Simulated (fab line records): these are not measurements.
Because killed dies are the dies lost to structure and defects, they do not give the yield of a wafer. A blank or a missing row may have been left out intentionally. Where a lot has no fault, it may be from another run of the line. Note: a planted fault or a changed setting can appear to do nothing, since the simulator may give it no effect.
Chamber matching ; flow nand harc ; NHARC_A_STAIRCASE_DEP_151 on pecvd-03: 3 sister chambers
The step deposits SiO2, target thk 3800 nm. 6 wafers are shown with their chamber, then 9 later ones without.

== WAFERS WITH THEIR CHAMBER ==
wafer;chamber;heater power outer w (W);heater power w (W)
L087.2;0;421;776
L089.1;1;334;588
L089.6;0;363;694
L091.1;1;395;679
L091.3;2;523;839
L091.6;2;417;696

== WAFERS WITH NO CHAMBER GIVEN ==
wafer;heater power outer w (W);heater power w (W)
L093.1;368;645
L093.5;362;678
L093.6;309;587
L097.2;493;779
L097.4;399;692
L097.5;317;581
L096.2;515;828
L096.5;404;706
L096.6;317;590

== CHAMBER TAKEN BY EACH ==
wafer;from the rows above;in truth
L093.1;can't be placed: 1 or 0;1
L093.5;can't be placed: 1 or 0 or 2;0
L093.6;can't be placed: 1 or 0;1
L097.2;can't be placed: 2 or 0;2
L097.4;can't be placed: 0 or 1 or 2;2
L097.5;can't be placed: 1 or 0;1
L096.2;can't be placed: 2 or 0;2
L096.5;can't be placed: 0 or 1 or 2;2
L096.6;can't be placed: 1 or 0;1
Placed correctly: 0 of 9. Unplaceable from these rows: 9, with the true chamber sitting among the candidates in 9. 0 placed wrongly.
How it was worked out, from the rows above alone: a wafer's distance from a chamber is the root of the sum, over the readings, of the square of ((its reading less the chamber's mean) divided by the reading's scatter). If the next closest chamber is less than 2 further off than the closest, the wafer can't be placed; otherwise it belongs to the closest. A chamber's mean is the mean of its shown wafers. The scatter is the square root of a quotient: the sum, over the shown wafers, of each reading's squared deviation from its chamber's mean, divided by wafers minus chambers.
